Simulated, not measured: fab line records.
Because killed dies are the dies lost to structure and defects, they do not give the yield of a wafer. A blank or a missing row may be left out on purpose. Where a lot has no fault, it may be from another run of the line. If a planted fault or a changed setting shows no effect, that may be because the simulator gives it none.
Chamber matching + flow n5-finfet + N5_BEOL_M15_STRIP_36 on rie-diel-03: 4 sister chambers
The step strips in O2. 8 wafers are shown with their chamber, then 11 later ones without.

WAFERS, EACH WITH ITS CHAMBER
| wafer  | chamber | drypump-motor-current-A (A) | showerhead-plenum-p-Torr (Torr) |
|--------|---------|-----------------------------|---------------------------------|
| L078.5 | 1       | 6.10                        | 2.05                            |
| L083.5 | 0       | 5.44                        | 1.92                            |
| L088.4 | 0       | 5.45                        | 1.92                            |
| L088.6 | 2       | 5.41                        | 1.93                            |
| L086.2 | 1       | 6.11                        | 2.04                            |
| L086.3 | 2       | 5.42                        | 1.92                            |
| L086.6 | 3       | 5.29                        | 1.97                            |
| L087.2 | 3       | 5.30                        | 1.97                            |

WAFERS MISSING THEIR CHAMBER
| wafer  | drypump-motor-current-A (A) | showerhead-plenum-p-Torr (Torr) |
|--------|-----------------------------|---------------------------------|
| L087.4 | 5.40                        | 1.93                            |
| L087.5 | 6.11                        | 2.04                            |
| L091.2 | 5.43                        | 1.92                            |
| L091.5 | 5.42                        | 1.92                            |
| L091.6 | 5.47                        | 1.92                            |
| L090.1 | 6.08                        | 2.04                            |
| L090.5 | 5.46                        | 1.92                            |
| L090.6 | 5.41                        | 1.92                            |
| L094.2 | 6.12                        | 2.04                            |
| L094.4 | 5.43                        | 1.92                            |
| L094.5 | 5.40                        | 1.92                            |

WHICH CHAMBER EACH WENT THROUGH
| wafer  | from the rows above     | in truth |
|--------|-------------------------|----------|
| L087.4 | 2                       | 2        |
| L087.5 | 1                       | 1        |
| L091.2 | can't be placed: 0 or 2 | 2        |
| L091.5 | 2                       | 2        |
| L091.6 | 0                       | 0        |
| L090.1 | 1                       | 1        |
| L090.5 | 0                       | 0        |
| L090.6 | 2                       | 2        |
| L094.2 | 1                       | 1        |
| L094.4 | can't be placed: 0 or 2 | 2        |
| L094.5 | 2                       | 2        |
Correct placement for 9 of the 11. These rows do not allow placing 2 (true chamber among the candidates in 2). 0 placed wrongly.
How it was worked out, from the rows above alone: a wafer's distance from a chamber is the root of the sum, over the readings, of the square of ((its reading less the chamber's mean) divided by the reading's scatter). If the next closest chamber is less than 2 further off than the closest, the wafer can't be placed; otherwise it belongs to the closest. The mean given for a chamber averages the wafers shown for that chamber. The scatter: take each reading less its chamber's mean, square it, sum over the shown wafers, divide by the number of wafers less the number of chambers, and take the root.
